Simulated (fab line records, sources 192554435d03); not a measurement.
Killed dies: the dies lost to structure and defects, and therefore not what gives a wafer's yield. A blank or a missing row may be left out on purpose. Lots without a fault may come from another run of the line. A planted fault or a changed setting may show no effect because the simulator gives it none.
fab line records	flow n5Finfet
[record] lots = 9	wafers = 26	lastDay = 17
route steps=1938 shown BEOL_M4@1111 BEOL_M15@1790 PASSIVATION@1936
lots with no fault: from the same line, run without faults
startH: hours from the record's opening day to when the first of the lot's shown wafers began	waitH: hours elapsed since this lot's preceding step	" identical to the entry in the row above	L1.1+2: one row covering several wafers at once	- no value present, or no start provided	* or withheld: withheld	< > ~ a bound
route shown NAME@n: names a module that has steps shown in the file, with the first one's number in the route	usual: mean/standard deviation taken from wafers without a fault	same: alike in all rows	chamber/n: place in a boat	sites: readings site by site	_std_site: the values' standard deviation	_edge_site: mean of outer sites minus mean of inner sites	radiusMm: how far each site lies from the wafer's centre	mask NAME#n: copy n	behind: the tool/chamber that last shaped the wafer	hold: what put the lot on hold/how long, in hours/how the hold closed	device: whichever transistor did not switch (one of n, p or np)	end of line: the same wafers' tests at the end of the route	for a step that has no rows: nothing shown but its recipe	killed: the dies lost at the first sort to structure and to defects; this is not the yield of the wafer	map: shows each die of a wafer: x if killed, . if not, _ if none is there
set.NAME: the setting that was run; set.NAME@STEP: the one run at that earlier step	model.NAME: the simulator's own value behind a step, which no gauge read
the route's steps for a sample of lots (tables are steps, rows are wafers)
services: when a tool's chamber went out of use (startH, in hours from the record's first day, below 0 if earlier), for how many hours, and the reason
[[steps]]
[step N5_BEOL_M4_RC_MEAS_101]
[usual] DIBL_N = 37.5/2	DIBL_P = 37.5/2.5	IOFF_N = 0.18/0.042	IOFF_P = 0.24/0.046	ION_N = 677/15	ION_P = 464/9.5	SS_N = 72.0/0.76	SS_P = 73.6/0.79	VT_N = 249/3.5	VT_P = -249/3.2
lot.wafer	tool	chamber	startH	waitH	DIBL_N[mV/V]	DIBL_P[mV/V]	IOFF_N[nA/um]	IOFF_P[nA/um]	ION_N[uA/um]	ION_P[uA/um]	SS_N[mV/dec]	SS_P[mV/dec]	VT_N[mV]	VT_P[mV]
L462.1	prober-02	0	204.86	0.0	36.8	37.1	0.14	0.24	645	448	70.6	73.9	254	-251
L462.5	"	0	"	"	38.7	38.1	0.19	0.25	679	464	71.8	73.3	247	-249
L464.1	prober-02	0	221.05	0.0	38.8	39.8	0.21	0.29	691	475	71.1	74.3	243	-242
L464.2	"	0	"	"	38.0	37.3	0.18	0.24	677	465	71.7	73.2	252	-247
L464.5	"	0	"	"	39.1	39.7	0.19	0.28	667	468	71.3	74.1	247	-245
L465.1	prober-01	0	224.89	0.0	39.3	41.9	0.24	0.32	683	468	72.4	75.0	244	-245
L465.3	"	0	"	"	33.9	33.9	0.13	0.18	653	454	71.4	73.0	253	-251
L465.4	"	0	"	"	38.0	41.3	0.22	0.29	694	474	71.8	74.9	245	-246
L468.1	prober-02	0	247.20	0.0	39.4	39.6	0.22	0.23	676	457	72.2	74.0	248	-252
L468.2	"	0	"	"	39.2	39.9	0.21	0.25	680	460	72.6	74.8	247	-249
L468.3	"	0	"	"	34.6	34.0	0.14	0.17	663	448	71.4	72.7	252	-254
L473.1	prober-01	0	273.67	0.0	40.8	40.6	0.23	0.29	690	470	72.2	74.2	244	-247
L473.2	"	0	"	"	38.5	36.9	0.18	0.24	655	457	71.7	73.8	249	-247
L473.3	"	0	"	"	39.0	38.1	0.19	0.25	664	460	71.6	73.0	249	-247
L475.2	prober-01	0	290.64	0.2	34.4	32.8	0.13	0.20	667	465	71.4	72.4	251	-249
L475.3	"	0	"	"	42.0	42.2	0.33	0.38	704	485	73.0	74.2	238	-242
L475.5	"	0	"	"	38.8	37.2	0.20	0.25	686	470	72.1	74.1	248	-247
L474.1	prober-01	0	291.42	0.5	36.3	37.2	0.17	0.24	693	480	70.8	72.9	248	-247
L474.2	"	0	"	"	35.6	35.8	0.15	0.22	665	466	71.5	72.4	248	-248
L474.3	"	0	"	"	40.4	39.2	0.25	0.27	676	461	73.2	73.8	248	-244
L476.1	prober-02	0	294.48	0.0	39.4	38.3	0.23	0.24	708	470	72.3	74.6	244	-249
L476.3	"	0	"	"	37.3	34.9	0.18	0.19	685	465	71.6	72.8	248	-250
L476.6	"	0	"	"	37.4	36.5	0.18	0.20	693	467	72.1	73.8	247	-251
L478.1	prober-02	0	307.06	0.0	37.1	36.8	0.19	0.20	668	454	72.8	73.0	248	-253
L478.3	"	0	"	"	35.2	35.5	0.13	0.18	659	452	71.5	73.1	251	-253
L478.6	"	0	"	"	38.5	38.6	0.20	0.23	673	457	72.3	74.2	248	-249
[step N5_BEOL_M15_STRIP_64]
[recipe] chemistry = O2	powerW = 600	tempC = 60	pressureMtorr = 30	rfFrequencyHz = 6e+07	biasPowerW = 0	overashFraction = 0.3	o2FlowSccm = 225
[usual] drypumpMotorCurrentA = 5.7/0.38	oesProductAu = 0.77/0.1	rfVppV = 3.6/0.4	showerheadPlenumPTorr = 2.07/0.063	throttleValvePct = 16.70/0.25
lot.wafer	tool	chamber	startH	waitH	drypumpMotorCurrentA	oesProductAu	rfHoursCounterH	rfVppV	showerheadPlenumPTorr	throttleValvePct
L462.1	rieDiel-02	2	-	-	5.1	0.67	235	4.1	2.07	17.03
L462.5	"	2	"	"	5.1	0.67	-	4.9	2.07	17.01
L464.1	rieDiel-01	0	-	-	5.6	0.98	2	3.0	2.09	16.28
L464.2	"	3	"	"	5.4	0.70	213	3.8	2.07	16.82
L464.5	"	0	"	"	5.7	0.98	-	3.9	2.09	16.29
L465.1	rieDiel-01	0	-	-	5.7	0.97	3	3.6	2.09	16.29
L465.3	"	2	"	"	6.2	0.72	197	3.3	1.98	16.68
L465.4	"	1	"	"	5.5	0.70	235	3.4	2.06	16.95
L468.1	rieDiel-01	3	-	-	5.4	0.68	220	3.2	2.07	16.85
L468.2	"	2	"	"	6.3	0.71	202	3.5	1.98	16.69
L468.3	"	0	"	"	5.6	0.95	9	4.0	2.08	16.29
L473.1	rieDiel-02	0	-	-	6.3	0.70	254	3.5	2.02	16.94
L473.2	"	1	"	"	5.8	0.85	80	3.7	2.04	16.55
L473.3	"	3	"	"	5.3	0.75	142	4.1	2.08	16.29
L476.1	rieDiel-02	2	-	-	5.2	0.95	7	2.9	2.07	16.70
L476.3	"	1	"	"	5.8	0.83	87	4.1	2.04	16.58
L476.6	"	3	"	"	5.4	0.74	-	3.8	2.08	16.33
L475.2	rieDiel-01	3	-	-	5.4	0.68	235	3.9	2.07	16.85
L475.3	"	0	"	"	5.7	0.91	24	3.8	2.08	16.35
L475.5	"	0	"	"	5.7	0.92	-	3.9	2.08	16.32
L474.1	rieDiel-02	2	-	-	5.1	0.95	9	3.4	2.07	16.70
L474.2	"	1	"	"	5.8	0.84	90	3.7	2.04	16.57
L474.3	"	0	"	"	6.3	1.00	3	3.0	2.02	16.36
L478.1	rieDiel-01	2	-	-	6.3	0.70	224	3.7	1.98	16.73
L478.3	"	1	"	"	5.5	0.98	2	4.0	2.06	16.53
L478.6	"	2	"	"	6.3	0.69	-	4.0	1.98	16.73
[step N5_BEOL_M15_TRENCH_ETCH_34]
[recipe] chemistry = C4F8/O2/Ar	target = SiO2	targetDepthA = 8729.3	heInnerTorr = 15	heOuterTorr = 30	timeS = 199	ionEnergyEv = 800	pressureMtorr = 20	sourceW = 1905	biasW = 2040	Ar_flow_sccm = 400	C4F8_flow_sccm = 16	O2_flow_sccm = 12
[usual] C4F8_flow_sccm = 16.00/0.05	O2_flow_sccm = 12.00/0.035	drypumpMotorCurrentA = 5.8/0.36	oesProductAu = 0.77/0.1	rfVppV = 2227/63	showerheadPlenumPTorr = 3.42/0.096	throttleValvePct = 30.9/0.41
lot.wafer	tool	chamber	startH	waitH	C4F8_flow_sccm	O2_flow_sccm	drypumpMotorCurrentA	oesProductAu	rfHoursCounterH	rfVppV	showerheadPlenumPTorr	throttleValvePct
L462.1	rieDiel-02	2	292.15	0.0	15.97	11.98	5.1	0.67	235	2242	3.38	30.9
L462.5	"	2	"	"	15.99	11.99	5.1	0.67	-	2241	3.38	30.9
L464.1	rieDiel-03	1	305.95	0.0	15.97	12.02	6.2	0.74	201	2245	3.55	31.4
L464.2	"	0	"	"	15.89	12.07	5.7	0.70	220	2311	3.50	30.7
L464.5	"	2	"	"	15.94	11.95	6.0	0.92	-	2234	3.61	30.9
L465.1	rieDiel-01	1	308.63	0.0	-	-	-	-	-	-	-	-
L465.3	"	0	"	"	-	-	-	-	-	-	-	-
L465.4	"	2	"	"	-	-	-	-	-	-	-	-
L468.1	rieDiel-03	2	326.40	0.0	-	-	-	-	-	-	-	-
L468.2	"	3	"	"	-	-	-	-	-	-	-	-
L468.3	"	0	"	"	-	-	-	-	-	-	-	-
L473.1	rieDiel-01	1	353.99	0.0	15.95	12.03	5.5	0.68	249	2145	3.44	31.4
L473.2	"	2	"	"	16.01	11.94	6.3	0.73	211	2304	3.25	30.7
L473.3	"	0	"	"	15.99	12.04	5.7	0.94	17	2287	3.36	30.2
L476.1	rieDiel-03	1	374.01	0.0	16.06	12.04	6.2	0.71	220	2246	3.54	31.4
L476.3	"	0	"	"	15.99	12.01	5.7	0.68	240	2312	3.49	30.7
L476.6	"	2	"	"	16.03	12.01	6.0	0.88	-	2234	3.60	30.9
L475.2	rieDiel-03	3	374.37	0.0	16.03	11.96	5.8	0.69	248	2097	3.24	30.8
L475.3	"	1	"	"	15.99	12.02	6.3	0.72	220	2245	3.54	31.5
L475.5	"	0	"	"	16.02	11.97	5.7	0.68	-	2314	3.49	30.7
L474.1	rieDiel-03	0	379.57	0.0	15.96	12.00	5.7	0.68	242	2313	3.49	30.7
L474.2	"	1	"	"	16.00	11.98	6.3	0.71	222	2247	3.54	31.5
L474.3	"	2	"	"	16.04	12.04	6.0	0.90	48	2233	3.60	30.9
L478.1	rieDiel-01	2	392.02	0.0	15.95	12.02	6.3	0.71	225	2306	3.24	30.7
L478.3	"	1	"	"	16.01	12.06	5.5	0.96	2	2146	3.44	31.3
L478.6	"	2	"	"	15.91	12.04	6.3	0.71	-	2305	3.24	30.7
[step N5_BEOL_M15_DEGAS_41]
[recipe] ambient = vacuum	tempC = 300	timeS = 60
[usual] heaterPowerW = 462/43
lot.wafer	tool	chamber	startH	waitH	heaterPowerW
L462.1	pvdSputter-01	-	294.85	0.2	419
L462.5	"	-	"	"	428
L464.1	pvdSputter-02	-	306.64	0.1	549
L464.2	"	-	"	"	451
L464.5	"	-	"	"	438
L465.1	pvdSputter-03	-	311.15	0.3	454
L465.3	"	-	"	"	446
L465.4	"	-	"	"	485
L468.1	pvdSputter-02	-	327.87	0.9	446
L468.2	"	-	"	"	396
L468.3	"	-	"	"	499
L473.1	pvdSputter-03	-	356.52	0.1	446
L473.2	"	-	"	"	468
L473.3	"	-	"	"	406
L476.1	pvdSputter-02	-	375.73	0.2	380
L476.3	"	-	"	"	553
L476.6	"	-	"	"	554
L475.2	pvdSputter-03	-	375.85	0.2	454
L475.3	"	-	"	"	476
L475.5	"	-	"	"	451
L474.1	pvdSputter-01	-	382.17	0.5	512
L474.2	"	-	"	"	491
L474.3	"	-	"	"	421
L478.1	pvdSputter-03	-	393.92	0.1	478
L478.3	"	-	"	"	461
L478.6	"	-	"	"	408
[step N5_BEOL_M15_SPUTTER_43]
[recipe] material = TaN	targetThkA = 150	tempC = 50	biasV = 168.6	powerW = 15000	chamberPressurePa = 0.12	timeS = 24.19
[usual] throttleValvePct = 29.9/0.69
lot.wafer	tool	chamber	startH	waitH	throttleValvePct
L462.1	pvdSputter-01	-	294.93	0.0	29.5
L462.5	"	-	"	"	29.6
L464.1	pvdSputter-02	-	306.72	0.0	28.3
L464.2	"	-	"	"	31.2
L464.5	"	-	"	"	31.0
L465.1	pvdSputter-03	-	311.23	0.0	30.2
L465.3	"	-	"	"	31.2
L465.4	"	-	"	"	29.0
L468.1	pvdSputter-02	-	327.95	0.0	30.9
L468.2	"	-	"	"	29.3
L468.3	"	-	"	"	29.7
L473.1	pvdSputter-03	-	356.60	0.0	30.2
L473.2	"	-	"	"	29.1
L473.3	"	-	"	"	30.0
L476.1	pvdSputter-02	-	375.81	0.0	29.7
L476.3	"	-	"	"	28.2
L476.6	"	-	"	"	28.4
L475.2	pvdSputter-03	-	375.93	0.0	31.0
L475.3	"	-	"	"	28.8
L475.5	"	-	"	"	30.5
L474.1	pvdSputter-01	-	382.25	0.0	30.2
L474.2	"	-	"	"	28.9
L474.3	"	-	"	"	29.8
L478.1	pvdSputter-03	-	394.00	0.0	29.1
L478.3	"	-	"	"	31.1
L478.6	"	-	"	"	29.7
[step N5_PASSIVATION_PROBE_49]
[usual] defectLimitedYield = 91.8/1.5	killed_at_M0_to_M3 = 33/11	killed_at_M4_up = 13/5	killedAtContacts = 11/5.6	killedAtFrontEnd = 36/12	killedAtOther = 3.4/2.5	killedDies = 97/18	killedOnRim = 12/4.2	killedOpen = 64/13	killedShort = 31/6.9	sort_bin_4_leakage = 0.01/0.048	sort_bin_5_function = 4.8/1	sort_bin_6_memory = 3.1/0.64	sortNPass = 1083/18	sortYieldPct = 91.8/1.5
[same] grossDies = 1180	killedAtBackSide = 0	sort_bin_8_speed[%] = 0
lot.wafer	tool	chamber	startH	waitH	defectLimitedYield[%]	killed_at_M0_to_M3	killed_at_M4_up	killedAtContacts	killedAtFrontEnd	killedAtOther	killedDies	killedOnRim	killedOpen	killedShort	sort_bin_4_leakage[%]	sort_bin_5_function[%]	sort_bin_6_memory[%]	sortNPass	sortYieldPct[%]
L465.1	prober-01	-	325.45	0.0	0	34	1094	11	41	0	1180	152	65	27	0	96.4	3.2	0	0
L465.3	prober-01	-	325.55	0.1	0	24	1118	11	27	0	1180	152	51	32	0	97.1	2.8	0	0
L465.4	prober-01	-	325.60	0.2	0	20	1086	13	59	2	1180	152	70	21	0	95.3	3.1	0	0
L468.1	prober-02	-	347.92	0.0	0	31	1073	24	50	2	1180	152	71	41	0	95.8	3.7	0	0
L468.2	prober-02	-	347.97	0.1	0	40	1082	20	37	1	1180	152	83	34	0	96.4	3.3	0	0
L468.3	prober-02	-	348.02	0.1	0	34	1094	20	27	5	1180	152	66	26	0	96.6	3.4	0	0
L473.1	prober-01	-	373.95	0.0	90.9	35	16	11	42	3	107	10	56	43	0	5.4	3.0	1073	90.9
L473.2	prober-01	-	374.00	0.1	92.8	36	9	7	31	2	85	16	39	44	0	3.9	3.0	1095	92.8
L473.3	prober-01	-	374.05	0.1	91.4	35	15	4	46	1	101	18	62	27	0	5.0	2.5	1079	91.4
// killed by level:class
L465.1 BEOL_M15:areaEtch=1081 MOL_CONTACT_COAG:geometricParticle:open=10 BEOL_M0_SAQP:geometricParticle:open=10 BEOL_M0_SAQP:geometricParticle:short=8 BEOL_M1:geometricParticle:open=8 FIN_SAQP:geometricParticle:open=6 DUMMY_GATE:geometricParticle:open=6 FIN_SAQP:geometricParticle:short=5
L465.3 BEOL_M15:areaEtch=1095 MOL_CONTACT_COAG:geometricParticle:open=8 BEOL_M4:geometricParticle:open=8 BEOL_M0_SAQP:geometricParticle:short=7 FIN_SAQP:geometricParticle:open=6 BEOL_M0_SAQP:geometricParticle:open=5 BEOL_M2:geometricParticle:open=5 BEOL_M4:geometricParticle:short=5
L465.4 BEOL_M15:areaEtch=1071 STI_FIN_REVEAL:geometricParticle:open=21 HKMG_FIN:areaEtch=16 MOL_CONTACT_COAG:geometricParticle:open=10 BEOL_M2:geometricParticle:open=9 FIN_SAQP:geometricParticle:open=8 DUMMY_GATE:geometricParticle:open=4 MOL_CONTACT_COAG:geometricParticle:short=3
L468.1 BEOL_M15:areaEtch=1063 BEOL_M0_SAQP:geometricParticle:open=14 MOL_CONTACT_COAG:geometricParticle:short=12 MOL_CONTACT_COAG:geometricParticle:open=11 DUMMY_GATE:geometricParticle:open=7 BEOL_M0_SAQP:geometricParticle:short=7 GATE_CUT:geometricParticle:short=6 FIN_SAQP:geometricParticle:short=5
L468.2 BEOL_M15:areaEtch=1063 MOL_CONTACT_COAG:geometricParticle:open=16 BEOL_M0_SAQP:geometricParticle:open=10 FIN_SAQP:geometricParticle:open=9 DUMMY_GATE:geometricParticle:open=8 BEOL_M3:geometricParticle:open=7 BEOL_M0_SAQP:geometricParticle:short=6 BEOL_M2:geometricParticle:open=6
L468.3 BEOL_M15:areaEtch=1086 MOL_CONTACT_COAG:geometricParticle:open=15 BEOL_M0_SAQP:geometricParticle:short=11 BEOL_M0_SAQP:geometricParticle:open=8 DUMMY_GATE:geometricParticle:open=7 BEOL_M1:geometricParticle:open=6 BEOL_M2:geometricParticle:open=6 STARTING-WAFER:geometricParticle:open=5
L473.1 FIN_SAQP:geometricParticle:short=11 BEOL_M2:geometricParticle:open=9 MOL_CONTACT_COAG:geometricParticle:open=7 BEOL_M0_SAQP:geometricParticle:open=7 BEOL_M0_SAQP:geometricParticle:short=6 HKMG_FIN:areaEtch=5 FIN_SAQP:geometricParticle:open=4 STI_FIN_REVEAL:geometricParticle:open=4
L473.2 BEOL_M0_SAQP:geometricParticle:short=12 BEOL_M2:geometricParticle:open=6 FIN_SAQP:geometricParticle:short=5 STI_FIN_REVEAL:geometricParticle:open=4 GATE_CUT:geometricParticle:short=4 MOL_CONTACT_COAG:geometricParticle:open=4 BEOL_M1:geometricParticle:open=4 FIN_SAQP:geometricParticle:open=3
L473.3 BEOL_M0_SAQP:geometricParticle:open=10 FIN_SAQP:geometricParticle:short=10 BEOL_M2:geometricParticle:open=9 HKMG_FIN:areaEtch=9 GATE_CUT:geometricParticle:short=6 BEOL_M4:geometricParticle:open=6 STI_FIN_REVEAL:geometricParticle:open=5 ILD0:geometricParticle:open=5
[[services]]
tool	chamber	startH	hours	kind
rieDiel-01	0	270.83	-	clean
rieDiel-01	0	270.83	-	consumableReplace:focusRing
rieDiel-01	0	270.83	24.0	scheduledDown
rieDiel-01	0	270.83	24.0	ventCycle
rieDiel-01	-	300.50	2.8	pm
rieDiel-02	2	337.78	-	clean
rieDiel-02	2	337.78	-	consumableReplace:focusRing
rieDiel-02	2	337.78	16.5	scheduledDown
rieDiel-02	2	337.78	16.5	ventCycle
rieDiel-02	0	354.31	-	clean
rieDiel-02	0	354.31	-	consumableReplace:focusRing
rieDiel-02	0	354.31	14.8	scheduledDown
rieDiel-02	0	354.31	14.8	ventCycle
rieDiel-01	1	356.71	-	clean
rieDiel-01	1	356.71	-	consumableReplace:focusRing
rieDiel-01	1	356.71	25.9	scheduledDown
rieDiel-01	1	356.71	25.9	ventCycle
rieDiel-03	3	379.49	-	clean
rieDiel-03	3	379.49	-	consumableReplace:focusRing
rieDiel-03	3	379.49	-	consumableReplace:showerhead
rieDiel-03	3	379.49	20.2	scheduledDown
rieDiel-03	3	379.49	20.2	ventCycle
pvdSputter-02	-	382.78	4.8	repair
[[key]]
[firstSign] step = N5_BEOL_M15_TRENCH_ETCH_34	reading = toolRecord	direction = missing
[effect] step = N5_PASSIVATION_PROBE_49	reading = killed_at_M4_up	direction = up	sigmas = 99+	usual = 13	struck = 1091
[moreKillsBornAt] N5_BEOL_M15_TRENCH_ETCH_34@rieDiel-01 = 3247	N5_BEOL_M15_TRENCH_ETCH_34@rieDiel-03 = 3212
metAt N5_BEOL_M15_TRENCH_ETCH_34
struckLots L465,L468
laterRowsLeftOut L465.1,L465.3,L465.4,L468.1,L468.2,L468.3
[baselineLoss] step = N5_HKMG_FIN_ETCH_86	wafers = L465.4
notActingAt N5_BEOL_M15_STRIP_64,N5_BEOL_M15_DEGAS_41,N5_BEOL_M15_SPUTTER_43
onsetBetween 305.95 308.63
[fault] kind = skippedStepWhole	tool = rieDiel-01,rieDiel-03	chamber = -	onsetH = 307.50	steps = N5_BEOL_M15_TRENCH_ETCH_34	scope = struckLotsOnly
// laterRowsLeftOut: the simulator's readings of these wafers behind a module that went badly wrong aren't trusted and aren't shown, but for the sort
// baselineLoss: these wafers lose ten dies or more at that step, a loss of the line's own and not of a fault; the sort's usual values leave them out
